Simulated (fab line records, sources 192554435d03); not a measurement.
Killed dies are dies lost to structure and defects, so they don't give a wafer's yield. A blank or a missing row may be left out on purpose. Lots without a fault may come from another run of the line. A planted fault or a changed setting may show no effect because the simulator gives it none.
Chamber matching | flow n5_finfet | N5_BEOL_M0_SAQP_ETCH_49 on rie_diel-03: 4 sister chambers
The step etches SiO2 in CF4/O2, target depth 37 nm. 20 wafers are shown with their chamber, then 10 later ones without.

WAFERS WITH THEIR CHAMBER
wafer  | chamber | drypump_motor_current_A (A) | rf_vpp_V (V) | showerhead_plenum_p_Torr (Torr)
L075.1 | 0       | 5.2                         | 244          | 2.22
L075.2 | 1       | 5.8                         | 250          | 2.16
L075.4 | 3       | 6.4                         | 223          | 2.28
L078.1 | 2       | 6.6                         | 247          | 2.18
L078.4 | 3       | 6.5                         | 224          | 2.28
L078.5 | 1       | 5.8                         | 250          | 2.16
L079.3 | 3       | 6.4                         | 224          | 2.28
L079.4 | 2       | 6.6                         | 247          | 2.17
L079.6 | 2       | 6.6                         | 245          | 2.17
L082.3 | 2       | 6.6                         | 247          | 2.17
L082.4 | 0       | 5.2                         | 246          | 2.22
L082.6 | 1       | 5.8                         | 248          | 2.16
L087.2 | 3       | 6.4                         | 223          | 2.27
L087.3 | 0       | 5.2                         | 245          | 2.21
L087.6 | 3       | 6.4                         | 224          | 2.27
L088.1 | 2       | 6.5                         | 246          | 2.17
L088.2 | 1       | 5.8                         | 249          | 2.15
L088.3 | 3       | 6.4                         | 223          | 2.27
L091.1 | 3       | 6.4                         | 225          | 2.27
L091.2 | 0       | 5.2                         | 245          | 2.21

SIGNATURES (means of the wafers above)
reading                  | chamber 0 | chamber 1 | chamber 2 | chamber 3 | scatter within a chamber
drypump_motor_current_A  | 5.200     | 5.800     | 6.580     | 6.414     | 0.0322
rf_vpp_V                 | 245.00    | 249.25    | 246.40    | 223.71    | 0.843
showerhead_plenum_p_Torr | 2.2150    | 2.1575    | 2.1720    | 2.2743    | 0.00516
Rule: a wafer's distance from a chamber is the root of the sum, over the readings, of the square of ((its reading less the chamber's mean) divided by the reading's scatter). The wafer belongs to the nearest chamber; if the next one is less than 2 further off, it can't be placed. The scatter: the root of (the sum of the squares of (reading less its chamber's mean) over the shown wafers, divided by (wafers less chambers)).

WAFERS WITHOUT THEIR CHAMBER
wafer  | drypump_motor_current_A (A) | rf_vpp_V (V) | showerhead_plenum_p_Torr (Torr)
L091.4 | 6.6                         | 246          | 2.16
L093.1 | 5.2                         | 245          | 2.21
L093.5 | 6.4                         | 223          | 2.27
L093.6 | 5.2                         | 245          | 2.21
L094.2 | 6.4                         | 223          | 2.27
L094.3 | 6.6                         | 248          | 2.16
L094.5 | 6.4                         | 225          | 2.27
L095.1 | 6.4                         | 224          | 2.27
L095.2 | 6.6                         | 247          | 2.16
L095.4 | 5.8                         | 249          | 2.15

WHICH CHAMBER EACH WENT THROUGH
wafer  | from the rows above | in truth
L091.4 | 2                   | 2
L093.1 | 0                   | 0
L093.5 | 3                   | 3
L093.6 | 0                   | 0
L094.2 | 3                   | 3
L094.3 | 2                   | 2
L094.5 | 3                   | 3
L095.1 | 3                   | 3
L095.2 | 2                   | 2
L095.4 | 1                   | 1
Placed correctly: 10 of 10. Can't be placed from these rows: 0. Placed wrongly: 0.
